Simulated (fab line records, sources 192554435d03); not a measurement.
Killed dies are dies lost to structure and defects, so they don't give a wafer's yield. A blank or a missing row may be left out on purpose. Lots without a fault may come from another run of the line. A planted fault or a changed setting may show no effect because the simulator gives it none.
Which tool did it? | flow n5_finfet | 11 lots, 31 wafers sampled, at 1 step of a route of 1938

WHAT THE GAUGES READ, wafer by wafer
N5_BEOL_M10_OVL_MEAS_12.
lot  | measured     | on         | M10_OVL (nm)
L207 | day 9 17:07  | overlay-02 | -0.6 -1.8 -0.4
L206 | day 9 17:26  | overlay-01 | 0.1 -0.5 0.6
L209 | day 10 16:47 | overlay-01 | -0.4 -0.4
L210 | day 10 21:52 | overlay-01 | 0.2 0.0 0.6
L212 | day 11 05:43 | overlay-02 | 0.6 0.2 -0.2
L211 | day 11 06:20 | overlay-01 | 0.1 1.6 0.8
L214 | day 11 11:09 | overlay-01 | -0.4 0.7 0.4
L222 | day 13 16:52 | overlay-02 | -1.3 -1.4
L226 | day 14 19:02 | overlay-01 | -0.3 0.5 -0.3
L227 | day 15 02:59 | overlay-01 | 0.1 -1.2 -0.4
L229 | day 15 11:17 | overlay-02 | -0.1 0.6 0.7

WHICH TOOL RAN EACH LOT (tool, then ch and the chambers of the sampled wafers, then the start)
The record holds no process step before these readings.

WHAT THE TOOLS THEMSELVES READ (means of the sampled wafers that have a number; where no wafer has one, the mark that the record gives instead)
The record holds no such reading with a usual standard deviation.

THE ANSWER, worked out from the rows above alone
Rule: what is usual is taken from the lots themselves. Put in order of their means at a reading, lots are off if they are a third of the lots or fewer, leave a main group of 4 or more, and stand apart from it by a gap of 3 or more times the standard deviation of the main group's means; of several such gaps the widest counts. A main group whose means are all the same, to the digits that the tables above print for the reading, isn't used. A lot without any number at a reading at which 4 lots or more have one is off too. The other lots that the step has rows for count as sound. The gauges are gone through in route order, then the tools' own readings, and for those a lot's mean is taken as printed above. The first step at which some lot is off is used, and at that step the reading that is off furthest; a lot without a number counts as furthest.
No lot is off at any reading shown: from this, nothing can be told.

WHAT THE SIMULATOR HAD PUT IN
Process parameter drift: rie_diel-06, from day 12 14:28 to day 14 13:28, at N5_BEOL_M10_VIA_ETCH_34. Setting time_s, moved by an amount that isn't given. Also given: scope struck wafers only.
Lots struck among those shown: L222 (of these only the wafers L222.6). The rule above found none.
